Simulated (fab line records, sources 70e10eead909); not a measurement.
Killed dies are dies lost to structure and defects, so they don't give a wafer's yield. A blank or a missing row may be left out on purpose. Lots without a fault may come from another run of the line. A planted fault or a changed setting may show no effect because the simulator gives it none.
Chamber matching | flow nand_harc | NHARC_A_STAIRCASE_DEP_259 on pecvd-04: 3 sister chambers
The step deposits SiON, target thk 30 nm. 3 wafers are shown with their chamber, then 9 later ones without.

WAFERS WITH THEIR CHAMBER
wafer  | chamber | heater_power_w (W)
L088.1 | 1       | 644
L088.3 | 2       | 707
L088.6 | 0       | 823

WAFERS WITHOUT THEIR CHAMBER
wafer  | heater_power_w (W)
L093.1 | 700
L093.3 | 840
L093.5 | 860
L092.3 | 656
L092.5 | 648
L092.6 | 652
L096.2 | 650
L096.4 | 671
L096.5 | 668

WHICH CHAMBER EACH WENT THROUGH
wafer  | from the rows above     | in truth
L093.1 | 2                       | 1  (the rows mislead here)
L093.3 | 0                       | 0
L093.5 | 0                       | 0
L092.3 | 1                       | 1
L092.5 | 1                       | 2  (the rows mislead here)
L092.6 | 1                       | 1
L096.2 | 1                       | 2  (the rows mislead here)
L096.4 | can't be placed: 1 or 2 | 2
L096.5 | can't be placed: 1 or 2 | 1
Placed correctly: 4 of 9. Can't be placed from these rows: 2 (the true chamber is among the candidates in 2). Placed wrongly: 3.
How it was worked out, from the rows above alone: a wafer's distance from a chamber is the root of the sum, over the readings, of the square of ((its reading less the chamber's mean) divided by the reading's scatter). The wafer belongs to the nearest chamber; if the next one is less than 2 further off, it can't be placed. A chamber's mean is the mean of its shown wafers. The scatter: with one shown wafer a chamber, the root of the mean of the squares of how far each hidden wafer lies from its nearest shown one.
